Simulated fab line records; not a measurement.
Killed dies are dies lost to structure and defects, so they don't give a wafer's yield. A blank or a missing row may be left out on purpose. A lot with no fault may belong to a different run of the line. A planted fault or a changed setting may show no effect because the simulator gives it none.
Struck lot and sound lot, side by side | flow nand harc | 17 steps out of a route of 1302
Sound: wafers L450.2, L450.4, L450.6. Wafers struck: L469.1, L469.4, L469.5. The cause is given at the end.
At each step with rows: each side's tool, then ch and its chambers, then its first start. Under that, the readings that differ: sound wafers | struck wafers | difference of the means | sigmas: that difference in standard deviations of wafers without a fault.
alike: a reading whose means differ by less than 2 such deviations, as well as words and numbers matching on both sides. not compared: withheld readings; readings where some wafer has no value; bounds like >300 that might hide an equal value; numbers whose values overlap and for which the record gives no deviation.
A row with sigmas, a row that says differs or no value, or rows on one side alone: a step with any of these is where the two part. Numbers that have no deviation but don't overlap get no sigmas and don't part them. A reading that every wafer of one side lacks parts them only if that side has two wafers or more.

NHARC_A_CONTACT_ETCH_102: etches the open film in CF4/O2, target depth 100 nm, overetch 10 nm, time 55 s.
  sound on rie diel-01 ch 1,2, day 25 22:38; struck on rie diel-10 ch 0,1,2, day 32 18:17
  alike: drypump motor current A, mfc ar sccm, oes product au, rf vpp V, showerhead plenum p Torr, throttle valve pct
  not compared: rf hours counter h
NHARC_A_CONTACT_STRIP_55: strips in O2.
  sound: rie diel-01 ch 0,1; struck: rie diel-10 ch 0,1,2
  alike: drypump motor current A, mfc ar sccm, oes product au, rf vpp V, showerhead plenum p Torr, throttle valve pct
  not compared: rf hours counter h
then, 1 step without rows for these wafers: NHARC_A_CONTACT_STRIP_56 (strips in post etch residue remover, time 600 s).
NHARC_A_CONTACT_DEP_57: deposits aC, target thk 5300 nm.
  sound on acl dep-02 ch 0, day 26 03:35; struck on acl dep-01 ch 0, day 32 19:41
  reading              | sound | struck               | difference                   | sigmas
  susceptor temp C (C) | - - - | 400.04 400.02 399.97 | no value on the sound wafers |
  alike: throttle valve pct
NHARC_A_CONTACT_DEP_58: deposits SiON, target thk 90 nm.
  sound on pecvd-03 ch 0,2, day 26 06:20; struck on pecvd-01 ch 0,2, day 32 22:58
  alike: heater power w, susceptor temp C
then, 7 steps without rows for these wafers: NHARC_A_CONTACT_DEHYDRATE_59 (time 120 s); NHARC_A_CONTACT_HMDS_60 (time 30 s); NHARC_A_CONTACT_COAT_61 (time 75 s); NHARC_A_CONTACT_COAT_62 (time 65 s); NHARC_A_CONTACT_COAT_63 (resist thk 90 nm); NHARC_A_CONTACT_SOFTBAKE_64 (time 55 s); NHARC_A_CONTACT_EBR_65.
NHARC_A_CONTACT_EXPOSE_66: exposes mask A CC 2.
  sound on arfi scanner-03 ch 0, day 26 06:52; struck on arfi scanner-03 ch 0, day 32 23:32
  reading              | sound          | struck         | difference | sigmas
  exposure dose mJ cm2 | 58.8 58.9 58.9 | 49.5 49.6 49.5 | -9.3       | -25
  alike: mask
then, 2 steps without rows for these wafers: NHARC_A_CONTACT_PEB_67 (peb time 65 s); NHARC_A_CONTACT_DEVELOP_68 (develop time 35 s).
NHARC_A_CONTACT_CD_MEAS_69: the cd target is 300 nm.
  sound on cd sem-02 ch 0, day 26 07:00; struck on cd sem-02 ch 0, day 32 23:41
  reading    | sound             | struck            | difference | sigmas
  cd nm (nm) | 299.9 299.5 300.3 | 292.3 292.1 292.4 | -7.6       | -15
NHARC_A_CONTACT_OVL_MEAS_70:
  struck on overlay-01, day 32 23:46; sound on overlay-01, day 26 07:05
  reading           | sound          | struck      | difference | sigmas
  overlay x nm (nm) | -1.1 -1.3 -1.0 | 0.7 0.0 0.6 | +1.6       | +2
  alike: overlay y nm

WHERE THEY PART
At NHARC_A_CONTACT_DEP_57 first; at NHARC_A_CONTACT_OVL_MEAS_70 last (within this record only).

WHY: what the simulator had put in
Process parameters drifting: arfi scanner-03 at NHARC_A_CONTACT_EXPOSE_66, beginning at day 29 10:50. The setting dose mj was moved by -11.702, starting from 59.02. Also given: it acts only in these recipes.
